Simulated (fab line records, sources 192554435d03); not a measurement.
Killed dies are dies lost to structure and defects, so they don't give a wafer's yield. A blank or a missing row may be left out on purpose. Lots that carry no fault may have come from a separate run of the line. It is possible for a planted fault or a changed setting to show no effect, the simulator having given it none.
Chamber matching	flow n5_finfet	N5_MOL_CONTACT_COAG_ALD_27 on ald_sin-02 has 4 sister chambers
The step deposits SiOC, target thk 17 nm, pulse time 1.5 s, time 2720 s. 4 wafers are shown with their chamber, then 7 later ones without.

WAFERS PAIRED WITH THEIR CHAMBERS
wafer	chamber	heater_power_w (W)
L386.4	3	957
L386.5	0	838
L388.1	2	901
L388.4	1	741

WAFERS MISSING THEIR CHAMBER
wafer	heater_power_w (W)
L388.5	711
L390.1	742
L390.2	923
L390.3	824
L392.3	941
L392.6	976
L393.1	727

WHICH CHAMBER EACH WENT THROUGH
wafer	from the rows above	in truth
L388.5	1	1
L390.1	1	1
L390.2	can't be placed: 2 or 3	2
L390.3	0	0
L392.3	can't be placed: 3 or 2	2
L392.6	3	3
L393.1	1	1
Correctly placed: 5 of 7. Not placeable from these rows: 2 (in 2, the candidates include the true chamber). Placed wrongly: 0.
How it was worked out, from the rows above alone: a wafer's distance from a chamber is the root of the sum, over the readings, of the square of ((its reading less the chamber's mean) divided by the reading's scatter). If the next closest chamber is less than 2 further off than the closest, the wafer can't be placed; otherwise it belongs to the closest. A chamber's mean is the mean of its shown wafers. The scatter: root of mean squared gap, hidden wafer to nearest shown wafer, with one shown wafer a chamber.
